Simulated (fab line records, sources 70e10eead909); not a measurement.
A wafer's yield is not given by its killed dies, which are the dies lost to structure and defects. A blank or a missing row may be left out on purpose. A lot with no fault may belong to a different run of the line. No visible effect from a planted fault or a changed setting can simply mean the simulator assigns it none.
Which of the tools did it? | flow nandHarc | 28 wafers from 10 lots sampled at 5 of the route's 1159 steps

WHAT THE GAUGES READ, wafer by wafer
NHARC_END_SORT_01. Usual: killedAtArray 28, standard deviation 11; killedAtOther 0.5, standard deviation 0.85; killedAtPeriphery 2.7, standard deviation 1.9; killedDies 32, standard deviation 12; killedOpen 3.3, standard deviation 1.6; killedShort 2.1, standard deviation 1.5.
lot  | measured     | on        | killedAtArray | killedAtOther | killedAtPeriphery | killedDies | killedOpen | killedShort | flag
L187 | day 21 09:08 | prober-01 | 669 24 668    | 0 0 0         | 5 4 5             | 674 28 673 | 4 1 2      | 3 1 1       | OFF
L190 | day 21 04:46 | prober-02 | 669 28        | 1 0           | 0 4               | 670 32     | 3 2        | 3 1         | OFF
L192 | day 21 13:15 | prober-02 | 28 666        | 1 0           | 5 2               | 34 668     | 4 3        | 4 2         | OFF

EACH LOT AND THE TOOL THAT RAN IT (in order: tool; ch and the chambers of the sampled wafers; start)
lot  | NHARC_A_CONTACT_STRIP_82                     | NHARC_A_CONTACT_ETCH_89                      | NHARC_A_CONTACT_ETCH_31           | NHARC_A_CONTACT_ETCH_98
L185 | rieDiel-02 ch 0,3, day 16 23:53 or earlier   | rieDiel-09 ch 2,3, day 16 23:53 or earlier   | rieDiel-09 ch 1,2, day 16 23:53   | rieDiel-03 ch 0,2,3, no start
L186 | rieDiel-09 ch 0,1,2, day 18 14:46 or earlier | rieDiel-09 ch 0,1,3, day 18 14:46 or earlier | rieDiel-09 ch 2,3, day 18 14:46   | rieDiel-03 ch 1,2,3, no start
L187 | rieDiel-09 ch 0,1,3, day 18 20:24 or earlier | rieDiel-09 ch 0,1,3, day 18 20:24 or earlier | rieDiel-09 ch 0,2,3, day 18 20:24 | rieDiel-09 ch 0,2,3, day 21 09:08 or earlier
L190 | rieDiel-02 ch 2,3, day 18 23:04 or earlier   | rieDiel-09 ch 2,3, day 18 23:04 or earlier   | rieDiel-09 ch 0,3, day 18 23:04   | rieDiel-02 ch 2,3, day 21 04:46 or earlier
L192 | rieDiel-03 ch 1,3, day 19 11:49 or earlier   | rieDiel-09 ch 0,2, day 19 11:49 or earlier   | rieDiel-09 ch 1,2, day 19 11:49   | rieDiel-09 ch 0,1, day 21 13:15 or earlier
L199 | rieDiel-02 ch 1,2,3, day 20 22:49 or earlier | rieDiel-03 ch 1,2,3, day 20 22:49 or earlier | rieDiel-03 ch 0,2,3, day 20 22:49 | rieDiel-02 ch 0,1,3, no start
L203 | rieDiel-09 ch 1,2, day 21 23:30 or earlier   | rieDiel-09 ch 0,1,3, day 21 23:30 or earlier | rieDiel-09 ch 1,2, day 21 23:30   | rieDiel-09 ch 0,2,3, no start
L201 | rieDiel-09 ch 1,2,3, day 22 00:32 or earlier | rieDiel-02 ch 0,2,3, day 22 00:32 or earlier | rieDiel-02 ch 0,2,3, day 22 00:32 | rieDiel-03 ch 0,2,3, no start
L204 | rieDiel-03 ch 0,1, day 22 05:26 or earlier   | rieDiel-09 ch 0,3, day 22 05:26 or earlier   | rieDiel-09 ch 1,2,3, day 22 05:26 | rieDiel-09 ch 1,3, day 22 06:59
L206 | rieDiel-02 ch 0,2,3, day 23 04:38 or earlier | rieDiel-09 ch 0,2,3, day 23 04:38 or earlier | rieDiel-09 ch 1,2,3, day 23 04:38 | rieDiel-03 ch 0,1,2, no start
- NHARC_A_CONTACT_STRIP_82: strips in O2.
- NHARC_A_CONTACT_ETCH_89: etches the open film in N2/H2, target depth 260 nm, time 475.3 s.
- NHARC_A_CONTACT_ETCH_31: etches the open film in O2/COS, target depth 2000 nm, time 520 s.
- NHARC_A_CONTACT_ETCH_98: etches the open film in C4F6/O2, target depth 20 nm, time 10 s.

AS READ BY THE TOOLS THEMSELVES (means over the sampled wafers that have a number; for cases with no such wafer, the mark the record gives instead)
NHARC_A_CONTACT_STRIP_82. Usual: chamberPressureMTorr 60.00 mTorr, standard deviation 0.051; drypumpMotorCurrentA 5.8 A, standard deviation 0.33; o2FlowSccm 499.7 sccm, standard deviation 1.4; oesProductAu 1.000 a.u., standard deviation 0.0088; rfVppV 57.8 V, standard deviation 0.89; showerheadPlenumPTorr 3.52 Torr, standard deviation 0.16; throttleValvePct 17.036 %, standard deviation 0.01.
lot  | tool       | chamberPressureMTorr (mTorr) | drypumpMotorCurrentA (A) | o2FlowSccm (sccm) | oesProductAu (a.u.) | rfVppV (V) | showerheadPlenumPTorr (Torr) | throttleValvePct (%) | flag
L185 | rieDiel-02 | 60.03                        | 6.3                      | 501.1             | 0.988               | 58.3       | 3.55                         | 17.034               | 
L186 | rieDiel-09 | 60.02                        | 5.8                      | 498.6             | 1.001               | 56.8       | 3.32                         | 17.040               | 
L187 | rieDiel-09 | 59.98                        | 5.8                      | 498.8             | 1.002               | 57.3       | 3.42                         | 17.027               | 
L190 | rieDiel-02 | 59.98                        | 6.1                      | 499.6             | 1.002               | 57.1       | 3.60                         | 17.037               | 
L192 | rieDiel-03 | 60.02                        | 5.8                      | 500.0             | 0.999               | 57.9       | 3.44                         | 17.030               | 
L199 | rieDiel-02 | 59.94                        | 5.8                      | 499.7             | 0.997               | 58.7       | 3.65                         | 17.039               | 
L203 | rieDiel-09 | 60.02                        | 5.8                      | 502.0             | 1.003               | 57.6       | 3.64                         | 17.035               | 
L201 | rieDiel-09 | 59.99                        | 5.9                      | 499.7             | 0.997               | 57.3       | 3.56                         | 17.025               | 
L204 | rieDiel-03 | 60.04                        | 5.7                      | 499.8             | 1.001               | 57.4       | 3.50                         | 17.030               | 
L206 | rieDiel-02 | 60.01                        | 6.1                      | 500.4             | 1.006               | 57.8       | 3.52                         | 17.040               | 

NHARC_A_CONTACT_ETCH_89. Usual: chamberPressureMTorr 29.997 mTorr, standard deviation 0.026; drypumpMotorCurrentA 5.9 A, standard deviation 0.31; n2FlowSccm 149.9 sccm, standard deviation 0.4; oesProductAu 1.000 a.u., standard deviation 0.0079; rfVppV 430 V, standard deviation 3.2; runLengthS 496.7 s, standard deviation 0.36; showerheadPlenumPTorr 2.02 Torr, standard deviation 0.11; throttleValvePct 14.171 %, standard deviation 0.0091.
lot  | tool       | chamberPressureMTorr (mTorr) | drypumpMotorCurrentA (A) | n2FlowSccm (sccm) | oesProductAu (a.u.) | rfVppV (V) | runLengthS (s) | showerheadPlenumPTorr (Torr) | throttleValvePct (%) | flag
L185 | rieDiel-09 | 30.016                       | 6.1                      | 149.9             | 0.997               | 430        | 497.1          | 2.01                         | 14.179               | 
L186 | rieDiel-09 | 30.010                       | 5.8                      | 149.9             | 0.997               | 428        | 496.6          | 1.97                         | 14.172               | 
L187 | rieDiel-09 | 30.001                       | 5.8                      | 150.1             | 1.005               | 428        | 496.8          | 1.97                         | 14.170               | 
L190 | rieDiel-09 | 30.035                       | 6.0                      | 150.2             | 0.993               | 428        | 497.0          | 1.97                         | 14.173               | 
L192 | rieDiel-09 | 29.998                       | 5.8                      | 150.1             | 1.001               | 430        | 496.5          | 2.08                         | 14.169               | 
L199 | rieDiel-03 | 30.004                       | 5.7                      | 149.8             | 0.997               | 430        | 496.4          | 2.02                         | 14.179               | 
L203 | rieDiel-09 | 30.010                       | 5.8                      | 150.2             | 1.006               | 428        | 496.9          | 1.96                         | 14.178               | 
L201 | rieDiel-02 | 29.998                       | 6.2                      | 149.8             | 1.000               | 431        | 496.8          | 2.04                         | 14.164               | 
L204 | rieDiel-09 | 29.983                       | 6.0                      | 150.5             | 0.996               | 430        | 496.9          | 2.01                         | 14.165               | 
L206 | rieDiel-09 | 30.003                       | 6.0                      | 149.9             | 1.003               | 432        | 496.7          | 2.06                         | 14.172               | 

NHARC_A_CONTACT_ETCH_31. Usual: chamberPressureMTorr 20.000 mTorr, standard deviation 0.017; drypumpMotorCurrentA 5.9 A, standard deviation 0.31; o2FlowSccm 400.2 sccm, standard deviation 1.2; oesProductAu 0.999 a.u., standard deviation 0.0086; rfVppV 313.6 V, standard deviation 2.2; runLengthS 541.4 s, standard deviation 0.37; showerheadPlenumPTorr 3.09 Torr, standard deviation 0.15; throttleValvePct 28.330 %, standard deviation 0.0099.
lot  | tool       | chamberPressureMTorr (mTorr) | drypumpMotorCurrentA (A) | o2FlowSccm (sccm) | oesProductAu (a.u.) | rfVppV (V) | runLengthS (s) | showerheadPlenumPTorr (Torr) | throttleValvePct (%) | flag
L185 | rieDiel-09 | 20.008                       | 5.9                      | 400.2             | 0.992               | 310.6      | 541.2          | 2.91                         | 28.325               | 
L186 | rieDiel-09 | 20.006                       | 6.1                      | 399.6             | 0.999               | 314.3      | 541.7          | 3.07                         | 28.321               | 
L187 | rieDiel-09 | 20.004                       | 6.0                      | 399.7             | 1.006               | 312.6      | 449.0          | 3.00                         | 28.333               | OFF
L190 | rieDiel-09 | 20.009                       | 5.9                      | 399.9             | 1.005               | 313.6      | 471.9          | 3.06                         | 28.341               | OFF
L192 | rieDiel-09 | 20.002                       | 5.8                      | 399.0             | 0.982               | 314.4      | 471.6          | 3.16                         | 28.327               | OFF
L199 | rieDiel-03 | 20.003                       | 5.8                      | 400.2             | 0.996               | 313.7      | 541.1          | 3.09                         | 28.325               | 
L203 | rieDiel-09 | 19.995                       | 5.8                      | 400.1             | 0.995               | 314.5      | 541.3          | 3.23                         | 28.328               | 
L201 | rieDiel-02 | 20.006                       | 6.1                      | 399.8             | 1.000               | 314.4      | 541.6          | 3.11                         | 28.325               | 
L204 | rieDiel-09 | 19.997                       | 5.9                      | 400.2             | 0.991               | 313.9      | 541.4          | 3.15                         | 28.332               | 
L206 | rieDiel-09 | 19.990                       | 5.9                      | 400.1             | 0.998               | 314.0      | 541.4          | 3.15                         | 28.330               | 

NHARC_A_CONTACT_ETCH_98. Usual: chamberPressureMTorr 30.00 mTorr, standard deviation 0.03; drypumpMotorCurrentA 5.9 A, standard deviation 0.33; o2FlowSccm 20.00 sccm, standard deviation 0.06; oesProductAu 0.959 a.u., standard deviation 0.022; rfVppV 547 V, standard deviation 3.8; runLengthS 31.14 s, standard deviation 0.29; showerheadPlenumPTorr 3.91 Torr, standard deviation 0.19; throttleValvePct 26.904 %, standard deviation 0.0094.
lot  | tool       | chamberPressureMTorr (mTorr) | drypumpMotorCurrentA (A) | o2FlowSccm (sccm) | oesProductAu (a.u.) | rfVppV (V) | runLengthS (s) | showerheadPlenumPTorr (Torr) | throttleValvePct (%) | flag
L185 | rieDiel-03 | 30.00                        | 5.8                      | 19.99             | 0.941               | 546        | 30.83          | 3.90                         | 26.903               | 
L186 | rieDiel-03 | 29.97                        | 5.7                      | 20.04             | 0.994               | 547        | 30.97          | 3.90                         | 26.903               | 
L187 | rieDiel-09 | 29.98                        | 6.0                      | 20.02             | 0.934               | 544        | 31.19          | 3.78                         | 26.905               | 
L190 | rieDiel-02 | 29.97                        | 6.1                      | 20.05             | 0.946               | 548        | 31.29          | 4.00                         | 26.910               | 
L192 | rieDiel-09 | 30.00                        | 5.7                      | 19.93             | 0.952               | 542        | 30.74          | 3.72                         | 26.913               | 
L199 | rieDiel-02 | 30.01                        | 6.0                      | 20.08             | 0.941               | 550        | 31.29          | 4.05                         | 26.907               | 
L203 | rieDiel-09 | 30.00                        | 6.0                      | 20.03             | 0.955               | 548        | 31.16          | 3.97                         | 26.900               | 
L201 | rieDiel-03 | 30.00                        | 5.9                      | 19.94             | 0.962               | 546        | 30.93          | 3.88                         | 26.897               | 
L204 | rieDiel-09 | 30.00                        | 5.7                      | 19.97             | 0.948               | 544        | 31.30          | 3.79                         | 26.909               | 
L206 | rieDiel-03 | 30.01                        | 5.8                      | 19.93             | 0.943               | 546        | 31.16          | 3.93                         | 26.907               | 

THE ANSWER, worked out from the rows above alone
Rule: take the mean of a lot's wafers that have a number; if it is more than 3 standard deviations from the usual mean, the lot is off. A lot without any number at a reading at which 4 lots or more have one is off too. Where the step has rows for the other lots, those lots are counted as sound. After the gauges, taken in route order, come the tools' own readings; for these a lot's mean is taken, as printed above. At the first step where some lot is off, the reading lying furthest off is the one used; lots without a number count as furthest.
Off: L187, L190, L192, at NHARC_END_SORT_01 (killedAtArray). Neither off nor sound, because the step has no rows for them: L185, L186, L199, L203, L201, L204, L206.
If a tool, at a process step before that reading, ran all the lots that are off and no sound lot after the first of them, it fits. Not tried: the gauges at NHARC_END_SORT_01; whatever is off there is also off at NHARC_A_CONTACT_ETCH_31, on other tools, and gauge error can't account for it. NHARC_A_CONTACT_STRIP_82: start missing for some lots; hours and lot order therefore follow NHARC_A_CONTACT_ETCH_31. NHARC_A_CONTACT_ETCH_89: start missing for some lots; hours and lot order therefore follow NHARC_A_CONTACT_ETCH_31. NHARC_A_CONTACT_ETCH_98: start missing for some lots; hours and lot order therefore follow NHARC_END_SORT_01. One fits: NHARC_A_CONTACT_ETCH_89 and NHARC_A_CONTACT_ETCH_31 on rieDiel-09. It ran no sound lot before its first lot that is off in this sample, so the start can't be narrowed down.

WHAT WAS PUT IN BY THE SIMULATOR
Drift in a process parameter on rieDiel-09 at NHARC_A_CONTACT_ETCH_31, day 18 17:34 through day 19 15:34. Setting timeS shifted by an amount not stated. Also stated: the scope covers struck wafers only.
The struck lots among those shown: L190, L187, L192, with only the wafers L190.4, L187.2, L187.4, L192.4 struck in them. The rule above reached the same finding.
